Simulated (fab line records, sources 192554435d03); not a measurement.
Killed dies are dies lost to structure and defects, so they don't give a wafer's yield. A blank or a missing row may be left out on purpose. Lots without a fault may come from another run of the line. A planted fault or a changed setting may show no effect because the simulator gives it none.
fab line records | flow n5_finfet
record lots=6 wafers=18 last_day=16
route steps=1938 shown BEOL_M8@1389 BEOL_M9@1401
lots that met no fault: from a run of the same line without faults
start_h: hours from the record's first day to the start of the lot's first wafer shown | wait_h: hours since the lot's step before | " the same as in the row above | L1.1+2: a row that stands for several wafers | - no value, or no start given | * or withheld: withheld | < > ~ a bound
route shown NAME@n: a module of which the file shows steps, and the number in the route of the first | usual: mean/standard deviation of fault-free wafers | same: alike in all rows | chamber/n: place in a boat | sites: the reading at each site | _std_site: their standard deviation | _edge_site: outer sites' mean less inner sites' | radius_mm: how far each site lies from the wafer's centre | mask NAME#n: copy n | behind: the tool/chamber that last shaped the wafer | hold: why the lot was held/for how many hours/how that ended | device: the transistor (n, p or np) that didn't switch | end of line: the same wafers' tests at the end of the route | a step without rows: its recipe alone | killed: dies lost to structure and defects at the first sort, not the wafer's yield | map: a wafer's dies, x killed, . not, _ none there
set.NAME: the setting as run; set.NAME@STEP: as run at that earlier step | model.NAME: the simulator's own value behind a step, which no gauge read
lots at some steps of the route; a table a step, a row a wafer
services: from which hour (start_h, from the record's first day; less than 0 if before it) a tool's chamber was out of use, for how many hours, and why
## steps
# step N5_BEOL_M8_ALD_77
# recipe material=TaN target_thk_a=20 temp_c=275 ald_precursor_family=PDMAT ald_co_reactant=NH3 pressure_torr=3 carrier_flow_sccm=1500 pulse_time_s=2 purge_time_s=3 co_reactant_purge_time_s=2 co_reactant_pulse_time_s=3 ald_cycles=40 precursor_vessel_temp_c=75 precursor_vessel_pressure_torr=26.25 precursor_vessel_carrier_sccm=1000
# usual heater_power_w=437/34 mfc_carrier_sccm=1500/4.3
# columns lot.wafer tool chamber start_h wait_h heater_power_w mfc_carrier_sccm
L717.3 ald_metal-04 0 208.73 0.0 442 1494
L717.5 " 1 " " 487 1513
L717.6 " 2 " " 428 1507
L720.1 ald_metal-02 2 227.32 0.0 457 1496
L720.3 " 0 " " 455 1500
L720.6 " 0 " " 460 1501
L730.3 ald_metal-03 0 295.98 0.1 427 1501
L730.4 " 2 " " 454 1499
L730.6 " 0 " " 449 1496
L733.1 ald_metal-03 3 305.98 0.1 377 1506
L733.4 " 1 " " 475 1497
L733.6 " 3 " " 381 1497
L736.1 ald_metal-03 0 327.51 0.0 421 1503
L736.2 " 1 " " 487 1503
L736.6 " 0 " " 440 1500
L735.1 ald_metal-03 0 329.38 0.2 423 1508
L735.4 " 1 " " 490 1494
L735.6 " 1 " " 478 1494
# step N5_BEOL_M8_SURFACE_TREAT_79
# recipe gas=Ar time_s=* ion_energy_ev=* ion_current_ma_cm2=0.5 pressure_mtorr=* ar_flow_sccm=30
# usual pressure_mtorr=* throttle_valve_pct=*
# columns lot.wafer tool chamber start_h wait_h pressure_mtorr throttle_valve_pct
L717.3 pvd_sputter-03 - 209.01 0.2 * *
L717.5 " - " " * *
L717.6 " - " " * *
L720.1 pvd_sputter-03 - 227.76 0.3 * *
L720.3 " - " " * *
L720.6 " - " " * *
L730.3 pvd_sputter-01 - 296.30 0.2 * *
L730.4 " - " " * *
L730.6 " - " " * *
L733.1 pvd_sputter-01 - 306.56 0.5 * *
L733.4 " - " " * *
L733.6 " - " " * *
L736.1 pvd_sputter-03 - 327.85 0.2 * *
L736.2 " - " " * *
L736.6 " - " " * *
L735.1 pvd_sputter-03 - 329.89 0.4 * *
L735.4 " - " " * *
L735.6 " - " " * *
# step N5_BEOL_M8_CVD_78
# recipe material=Co target_thk_a=20 temp_c=withheld precursor=CCTBA/H2 pressure_torr=30 time_s=142.3
# step N5_BEOL_M8_SPUTTER_48
# recipe material=Cu target_thk_a=100 temp_c=-20 bias_v=60 power_w=26000 chamber_pressure_pa=0.13 time_s=1.667
# step N5_BEOL_M8_ECD_50
# recipe material=Cu target_thk_a=3000
# step N5_BEOL_M8_ANNEAL_51
# recipe temp_c=225 time_s=90 ambient=N2
# step N5_BEOL_M8_CMP_52
# recipe stop_on=SiCOH_lowk t_overpolish_s=6.9 down_force_psi=1 platen_rpm=50 clearing_platen_down_force_psi=1.5 clearing_platen_rpm=50 post_cmp_clean=cu_alkaline target_thk_nm=80 clearing_platen_pad_velocity_m_s=0.99484 pad_velocity_m_s=0.99484
# step N5_BEOL_M8_THK_MEAS_53
# recipe thk_meas_gauge=xrf reads=Cu_of_BEOL_M8_ECD_50
# usual M8_THK=79.3/1.6
# columns lot.wafer tool chamber start_h wait_h M8_THK[nm]
L717.3 film_metro-01 - 210.59 - 79.9
L717.5 " - " " 79.8
L717.6 " - " " 81.1
L720.1 film_metro-02 - 229.98 - 77.0
L720.3 " - " " 80.4
L720.6 " - " " 78.8
L730.3 film_metro-02 - 299.13 - 78.1
L730.4 " - " " 77.3
L730.6 " - " " 78.5
L733.1 film_metro-01 - 308.47 - 78.8
L733.4 " - " " 81.0
L733.6 " - " " 81.4
L736.1 film_metro-02 - 328.91 - 80.2
L736.2 " - " " 79.7
L736.6 " - " " 80.8
L735.1 film_metro-02 - 331.00 - 76.9
L735.4 " - " " 79.3
L735.6 " - " " 77.3
# step N5_BEOL_M8_PRE_CLEAN_55
# recipe gas=NH3 time_s=15 temp_c=withheld rf_power_w=300
# step N5_BEOL_M8_DEP_56
# recipe material=SiCN target_thk_a=100 temp_c=withheld precursor=3MS/NH3 pressure_torr=3 rf_w=202 time_s=17.5
# usual showerhead_plenum_p_Torr=3.664/0.0096 throttle_valve_pct=9.2/0.52
# columns lot.wafer tool chamber start_h wait_h showerhead_plenum_p_Torr throttle_valve_pct
L717.3 pecvd-04 2 210.65 0.0 3.672 8.6
L717.5 " 2 " " 3.673 8.6
L717.6 " 1 " " 3.658 9.5
L720.1 pecvd-02 2 230.04 0.0 3.665 8.8
L720.3 " 0 " " 3.675 9.3
L720.6 " 1 " " 3.655 8.8
L730.3 pecvd-02 2 299.19 0.0 3.677 8.7
L730.4 " 1 " " 3.650 8.4
L730.6 " 2 " " 3.673 8.4
L733.1 pecvd-01 1 308.53 0.0 3.656 9.8
L733.4 " 2 " " 3.661 9.2
L733.6 " 0 " " 3.665 10.0
L736.1 pecvd-02 2 328.97 0.0 3.661 8.6
L736.2 " 0 " " 3.671 9.3
L736.6 " 0 " " 3.668 9.7
L735.1 pecvd-04 1 331.06 0.0 3.657 9.4
L735.4 " 2 " " 3.672 8.7
L735.6 " 1 " " 3.647 9.5
# step N5_BEOL_M8_RS_MEAS_57
# recipe thk_meas_gauge=four-point-probe reads=Cu_of_BEOL_M8_ECD_50+Co_of_BEOL_M8_CVD_78+TaN_of_BEOL_M8_ALD_77
# usual M8_RS=0.290/0.0066
# columns lot.wafer tool chamber start_h wait_h M8_RS[ohm/sq]
L717.3 film_metro-02 - 210.73 0.1 0.290
L717.5 " - " " 0.291
L717.6 " - " " 0.287
L720.1 film_metro-02 - 230.11 0.1 0.301
L720.3 " - " " 0.286
L720.6 " - " " 0.291
L730.3 film_metro-02 - 299.26 0.1 0.293
L730.4 " - " " 0.299
L730.6 " - " " 0.293
L733.1 film_metro-02 - 308.60 0.1 0.290
L733.4 " - " " 0.282
L733.6 " - " " 0.280
L736.1 film_metro-02 - 329.04 0.1 0.287
L736.2 " - " " 0.288
L736.6 " - " " 0.284
L735.1 film_metro-01 - 331.13 0.1 0.297
L735.4 " - " " 0.287
L735.6 " - " " 0.296
# step N5_BEOL_M8_INSPECT_58
# recipe inspect_instrument=darkfield mode=post_dep
# usual raw_defect_count=72/24
# columns lot.wafer tool chamber start_h wait_h raw_defect_count
L717.3 defect_inspect-01 - 210.75 0.0 115
L717.5 " - " " 79
L717.6 " - " " 87
L720.1 defect_inspect-02 - 230.14 0.0 35
L720.3 " - " " 45
L720.6 " - " " 54
L730.3 defect_inspect-02 - 299.29 0.0 25
L730.4 " - " " 70
L730.6 " - " " 52
L733.1 defect_inspect-02 - 308.63 0.0 60
L733.4 " - " " 55
L733.6 " - " " 78
L736.1 defect_inspect-02 - 329.06 0.0 58
L736.2 " - " " 96
L736.6 " - " " 92
L735.1 defect_inspect-02 - 331.16 0.0 60
L735.4 " - " " 79
L735.6 " - " " 56
# step N5_BEOL_M9_ILD_DEP_00
# recipe material=SiCOH_lowk target_thk_a=3085.1 temp_c=300 precursor=DEMS/porogen pressure_torr=5 rf_w=500 time_s=58
# usual heater_power_w=324/47 showerhead_plenum_p_Torr=5.739/0.014 throttle_valve_pct=14.1/0.65
# columns lot.wafer tool chamber start_h wait_h heater_power_w showerhead_plenum_p_Torr throttle_valve_pct
L717.3 pecvd-03 1 210.79 0.0 320 5.759 14.0
L717.5 " 0 " " 382 5.736 13.9
L717.6 " 1 " " 330 5.753 13.7
L720.1 pecvd-01 1 230.17 0.0 267 5.739 14.4
L720.3 " 1 " " 278 5.728 14.4
L720.6 " 1 " " 271 5.730 14.6
L730.3 pecvd-01 1 299.33 0.0 238 5.750 14.5
L730.4 " 0 " " 354 5.732 15.9
L730.6 " 1 " " 244 5.745 14.7
L733.1 pecvd-01 0 308.67 0.0 358 5.747 15.6
L733.4 " 0 " " 370 5.736 15.4
L733.6 " 2 " " 257 5.746 13.6
L736.1 pecvd-02 0 329.10 0.0 366 5.760 13.9
L736.2 " 2 " " 309 5.740 13.4
L736.6 " 2 " " 306 5.733 13.4
L735.1 pecvd-03 1 331.19 0.0 303 5.760 13.7
L735.4 " 2 " " 330 5.720 14.3
L735.6 " 1 " " 309 5.761 14.1
# step N5_BEOL_M9_CURE_71
# recipe temp_c=385 time_s=240 ambient=He/Ar material=SiCOH_lowk
# usual lamp_power_pct=52.31/0.057 wafer_temp_C_max=386.8/0.62
# columns lot.wafer tool chamber start_h wait_h lamp_power_pct wafer_temp_C_max
L717.3 uv_cure-01 2 211.22 0.4 52.24 387.0
L717.5 " 2 " " 52.29 386.9
L717.6 " 2 " " 52.26 387.2
L720.1 uv_cure-03 1 230.28 0.1 52.34 387.0
L720.3 " 1 " " 52.26 387.4
L720.6 " 1 " " 52.27 388.8
L730.3 uv_cure-03 0 299.56 0.2 52.32 386.8
L730.4 " 0 " " 52.30 386.4
L730.6 " 0 " " 52.42 386.8
L733.1 uv_cure-03 1 308.74 0.0 52.34 387.6
L733.4 " 1 " " 52.36 387.7
L733.6 " 1 " " 52.27 387.0
L736.1 uv_cure-01 1 329.27 0.1 52.38 386.6
L736.2 " 1 " " 52.31 386.7
L736.6 " 1 " " 52.34 386.7
L735.1 uv_cure-03 1 331.27 0.0 52.22 388.1
L735.4 " 1 " " 52.32 387.1
L735.6 " 1 " " 52.32 387.2
# step N5_BEOL_M9_THK_MEAS_01
# recipe reads=SiCOH_lowk_of_BEOL_M9_ILD_DEP_00
# usual M9_ILD_THK=269/3.2
# columns lot.wafer tool chamber start_h wait_h M9_ILD_THK[nm]
L717.3 film_metro-02 - 211.58 0.3 269
L717.5 " - " " 268
L717.6 " - " " 273
L720.1 film_metro-02 - 230.79 0.4 271
L720.3 " - " " 275
L720.6 " - " " 273
L730.3 film_metro-02 - 299.92 0.3 265
L730.4 " - " " 234
L730.6 " - " " 271
L733.1 film_metro-02 - 309.26 0.4 231
L733.4 " - " " 238
L733.6 " - " " 275
L736.1 film_metro-01 - 329.78 0.4 268
L736.2 " - " " 265
L736.6 " - " " 270
L735.1 film_metro-02 - 331.78 0.4 269
L735.4 " - " " 270
L735.6 " - " " 273
# step N5_BEOL_M9_PECVD_70
# recipe material=SiO2 target_thk_a=200 temp_c=400 precursor=TEOS/O2 pressure_torr=5.5 rf_w=450 teos_flow_sccm=53.8 gas=O2 flow_sccm=3000 time_s=22.7
# usual heater_power_w=726/86 showerhead_plenum_p_Torr=8.78/0.054 throttle_valve_pct=22.6/1.1
# columns lot.wafer tool chamber start_h wait_h heater_power_w showerhead_plenum_p_Torr throttle_valve_pct
L717.3 pecvd-01 1 211.63 0.1 701 8.78 23.6
L717.5 " 1 " " 701 8.73 23.5
L717.6 " 0 " " 761 8.77 24.5
L720.1 pecvd-03 0 230.83 0.0 846 8.81 22.8
L720.3 " 1 " " 661 8.90 22.4
L720.6 " 2 " " 696 8.70 22.1
L730.3 pecvd-02 1 299.95 0.0 618 8.74 21.6
L730.4 " 2 " " 748 8.83 21.2
L730.6 " 0 " " 827 8.81 22.8
L733.1 pecvd-02 2 309.32 0.1 665 8.83 21.7
L733.4 " 0 " " 785 8.81 23.0
L733.6 " 1 " " 514 8.73 21.5
L736.1 pecvd-01 2 329.82 0.0 714 8.81 21.9
L736.2 " 1 " " 567 8.73 23.6
L736.6 " 1 " " 590 8.75 23.6
L735.1 pecvd-03 2 331.82 0.0 795 8.69 22.7
L735.4 " 1 " " 681 8.88 22.2
L735.6 " 2 " " 808 8.73 22.5
## services
# columns tool chamber start_h hours kind
uv_cure-01 - 191.32 7.5 pm
pecvd-02 1 199.43 5.5 scheduled_down
pecvd-02 - 201.61 23.4 repair
pecvd-01 2 202.42 - clean
pecvd-01 2 202.42 - consumable_replace:showerhead
pecvd-01 2 202.42 29.0 scheduled_down
pecvd-01 2 202.42 29.0 vent_cycle
ald_metal-03 - 206.09 6.0 pm
pecvd-04 1 220.00 2.1 scheduled_down
uv_cure-03 - 232.22 7.5 pm
pecvd-03 2 239.61 5.5 scheduled_down
pecvd-01 - 240.01 0.7 repair
pecvd-04 2 241.44 2.1 scheduled_down
ald_metal-04 - 247.48 4.3 pm
ald_metal-03 3 251.50 3.4 repair
pecvd-03 - 255.30 4.5 repair
pecvd-02 - 256.26 0.7 repair
uv_cure-03 - 259.64 14.6 pm
uv_cure-01 - 269.13 2.1 pm
pecvd-01 1 275.40 12.4 repair
pecvd-01 0 310.41 16.1 repair
pecvd-04 0 319.25 2.1 scheduled_down
## key
first_sign step=N5_BEOL_M9_THK_MEAS_01 reading=M9_ILD_THK direction=down sigmas=11 usual=269 struck=234
effect none on later readings
met_at N5_BEOL_M9_ILD_DEP_00
struck_wafers L730.4,L733.1,L733.4
fault kind=site_profile_drift tool=pecvd-01 chamber=0 onset_h=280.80 steps=N5_BEOL_M9_ILD_DEP_00 basis=fraction max_abs_drift=0.2596 slope_share_per_hr=57.689 site_pattern=0,0,0,0,0,-1,-1,-1,-1
